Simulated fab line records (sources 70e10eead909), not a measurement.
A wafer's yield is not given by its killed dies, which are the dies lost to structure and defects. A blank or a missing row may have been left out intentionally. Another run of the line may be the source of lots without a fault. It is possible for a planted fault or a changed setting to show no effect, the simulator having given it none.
Chamber matching | flow nand_harc | 4 sister chambers for NHARC_A_STAIRCASE_ETCH_201 on rie_diel-02
The step etches the open film in C4F8/O2, target depth 100 nm, time 40.5 s. 7 wafers are shown with their chamber, then 7 later ones without.

## WAFERS PAIRED WITH THEIR CHAMBERS
wafer  | chamber | rf_vpp_V (V) | bias_w (W)
L976.3 | 1       | 892          | 999.1
L986.6 | 2       | 897          | 1000.1
L990.1 | 0       | 888          | 998.4
L990.2 | 3       | 889          | 1000.2
L990.4 | 2       | 896          | 1003.0
L993.1 | 0       | 887          | 998.1
L993.2 | 3       | 888          | 1001.2

## WAFERS WHOSE CHAMBER IS MISSING
wafer  | rf_vpp_V (V) | bias_w (W)
L993.5 | 887          | 999.9
L995.4 | 889          | 993.4
L995.5 | 895          | 1004.2
L995.6 | 888          | 999.7
L997.1 | 887          | 1001.2
L997.4 | 887          | 999.7
L997.6 | 887          | 998.1

## EACH ONE'S CHAMBER
wafer  | from the rows above          | in truth
L993.5 | can't be placed: 0 or 3      | 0
L995.4 | can't be placed: 0 or 3 or 1 | 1
L995.5 | 2                            | 2
L995.6 | can't be placed: 3 or 0      | 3
L997.1 | can't be placed: 3 or 0      | 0
L997.4 | can't be placed: 0 or 3      | 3
L997.6 | 0                            | 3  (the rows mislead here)
Correctly placed: 1 of 7. From these rows, 5 cannot be placed; in 5 the true chamber is one of the candidates. Placed wrongly: 1.
How it was worked out, from the rows above alone: a wafer's distance from a chamber is the root of the sum, over the readings, of the square of ((its reading less the chamber's mean) divided by the reading's scatter). The wafer belongs to the nearest chamber; if the next one is less than 2 further off, it can't be placed. A chamber's mean is the mean of its shown wafers. The scatter: the root of (the sum of the squares of (reading less its chamber's mean) over the shown wafers, divided by (wafers less chambers)).
